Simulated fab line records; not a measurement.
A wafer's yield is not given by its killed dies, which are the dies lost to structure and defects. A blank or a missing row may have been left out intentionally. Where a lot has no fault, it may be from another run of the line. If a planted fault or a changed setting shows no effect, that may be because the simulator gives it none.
Which of the tools did it?    flow n5-finfet    12 lots, 36 wafers sampled, at 4 steps of a route of 1938

== WHAT THE GAUGES SHOWED, per wafer ==
N5_BEOL_M15_RS_MEAS_54: measures by four-point-probe.
lot   measured      on             M15_RS (ohm/sq)
L718  day 12 01:52  film-metro-02  0.0221 0.0217 0.0217
L719  day 12 06:04  film-metro-01  0.0219 0.0213 0.0210
L721  day 13 03:49  film-metro-01  0.0214 0.0215 0.0213
L724  day 13 15:47  film-metro-01  0.0215 0.0221 0.0213
L723  day 13 16:37  film-metro-01  0.0216 0.0213 0.0218
L725  day 13 16:40  film-metro-02  0.0216 0.0211 0.0216
L727  day 14 09:22  film-metro-01  0.0217 0.0217 0.0209
L733  day 15 18:07  film-metro-01  0.0212 0.0215 0.0215
L735  day 16 17:55  film-metro-01  0.0217 0.0219 0.0218
L736  day 16 20:29  film-metro-02  0.0212 0.0214 0.0214
L737  day 17 07:21  film-metro-02  0.0217 0.0212 0.0217
L738  day 17 12:46  film-metro-02  0.0217 0.0220 0.0216

== WHICH TOOL RAN EACH LOT (tool, then ch and the chambers of the sampled wafers, then the start) ==
lot   N5_BEOL_M15_PRE_CLEAN_42      N5_BEOL_M15_SPUTTER_43        N5_BEOL_M15_DEP_53
L718  pvd-sputter-01, day 12 00:23  pvd-sputter-01, day 12 00:26  pecvd-04 ch 0,1,2, day 12 01:48
L719  pvd-sputter-02, day 12 04:40  pvd-sputter-02, day 12 04:43  pecvd-02 ch 0,1, day 12 06:00
L721  pvd-sputter-02, day 13 02:32  pvd-sputter-02, day 13 02:34  pecvd-04 ch 1,2, day 13 03:45
L724  pvd-sputter-03, day 13 14:29  pvd-sputter-03, day 13 14:31  pecvd-04 ch 1,2, day 13 15:43
L723  pvd-sputter-01, day 13 15:20  pvd-sputter-01, day 13 15:23  pecvd-02 ch 0,1,2, day 13 16:33
L725  pvd-sputter-03, day 13 15:22  pvd-sputter-03, day 13 15:24  pecvd-04 ch 1,2, day 13 16:35
L727  pvd-sputter-02, day 14 08:04  pvd-sputter-02, day 14 08:07  pecvd-04 ch 1,2, day 14 09:18
L733  pvd-sputter-01, day 15 16:44  pvd-sputter-01, day 15 16:47  pecvd-04 ch 1,2, day 15 18:02
L735  pvd-sputter-03, day 16 16:36  pvd-sputter-03, day 16 16:38  pecvd-03 ch 0,2, day 16 17:51
L736  pvd-sputter-01, day 16 19:13  pvd-sputter-01, day 16 19:15  pecvd-04 ch 1,2, day 16 20:25
L737  pvd-sputter-03, day 17 06:02  pvd-sputter-03, day 17 06:05  pecvd-04 ch 0,2, day 17 07:17
L738  pvd-sputter-01, day 17 10:47  pvd-sputter-01, day 17 10:50  pecvd-02 ch 0,1, day 17 12:42
- N5_BEOL_M15_PRE_CLEAN_42: time 30 s.
- N5_BEOL_M15_SPUTTER_43: material TaN, target thk 15 nm, time 24.19 s.
- N5_BEOL_M15_DEP_53: deposits SiCN from 3MS/NH3, target thk 50 nm, time 17.8 s.

== WHAT THE TOOLS THEMSELVES READ (means of the sampled wafers that have a number; where no wafer has one, the mark that the record gives instead) ==
N5_BEOL_M15_PRE_CLEAN_42.
lot   tool            heater-power-w (W)
L718  pvd-sputter-01  515
L719  pvd-sputter-02  420
L721  pvd-sputter-02  452
L724  pvd-sputter-03  445
L723  pvd-sputter-01  482
L725  pvd-sputter-03  424
L727  pvd-sputter-02  473
L733  pvd-sputter-01  492
L735  pvd-sputter-03  465
L736  pvd-sputter-01  508
L737  pvd-sputter-03  437
L738  pvd-sputter-01  522

N5_BEOL_M15_SPUTTER_43.
lot   tool            throttle-valve-pct (%)
L718  pvd-sputter-01  31.3
L719  pvd-sputter-02  29.0
L721  pvd-sputter-02  29.5
L724  pvd-sputter-03  29.6
L723  pvd-sputter-01  31.4
L725  pvd-sputter-03  30.0
L727  pvd-sputter-02  29.5
L733  pvd-sputter-01  31.4
L735  pvd-sputter-03  29.1
L736  pvd-sputter-01  30.6
L737  pvd-sputter-03  29.7
L738  pvd-sputter-01  31.5

N5_BEOL_M15_DEP_53.
lot   tool      chamber-pressure-Torr (Torr)  rf-fwd-power-W (W)  showerhead-plenum-p-Torr (Torr)  throttle-valve-pct (%)
L718  pecvd-04  3.005                         668.4               4.140                            18.7
L719  pecvd-02  2.997                         664.6               4.125                            17.9
L721  pecvd-04  2.998                         668.6               4.135                            18.1
L724  pecvd-04  -                             -                   -                                -
L723  pecvd-02  -                             -                   -                                -
L725  pecvd-04  2.999                         668.8               4.140                            18.3
L727  pecvd-04  3.005                         668.0               4.133                            18.9
L733  pecvd-04  2.993                         669.8               4.130                            18.2
L735  pecvd-03  2.999                         667.1               4.155                            16.9
L736  pecvd-04  2.996                         667.1               4.136                            18.4
L737  pecvd-04  2.999                         670.3               4.129                            18.6
L738  pecvd-02  2.995                         663.3               4.129                            18.0

== THE ANSWER, worked out from the rows above alone ==
Rule: what is usual is taken from the lots themselves. Put in order of their means at a reading, lots are off if they are a third of the lots or fewer, leave a main group of 4 or more, and stand apart from it by a gap of 3 or more times the standard deviation of the main group's means; of several such gaps the widest counts. The tables above print the reading to a certain number of digits; a main group whose means all agree to those digits is not used. A lot without any number at a reading at which 4 lots or more have one is off too. Where the step has rows for the other lots, those lots are counted as sound. After the gauges, taken in route order, come the tools' own readings; for these a lot's mean is taken, as printed above. The first step at which some lot is off is used, and at that step the reading that is off furthest; a lot without a number counts as furthest.
Off at N5_BEOL_M15_DEP_53 (chamber-pressure-Torr): L724, L723. Without a number there: L724, L723. Mean 2.999 Torr and standard deviation 0.0037 in the main group.
If a tool, at that step or one of the process steps before it, ran each lot that is off and ran no sound lot following the first of them, it fits. None of those tried fits.

== WHAT THE SIMULATOR HAD PUT IN ==
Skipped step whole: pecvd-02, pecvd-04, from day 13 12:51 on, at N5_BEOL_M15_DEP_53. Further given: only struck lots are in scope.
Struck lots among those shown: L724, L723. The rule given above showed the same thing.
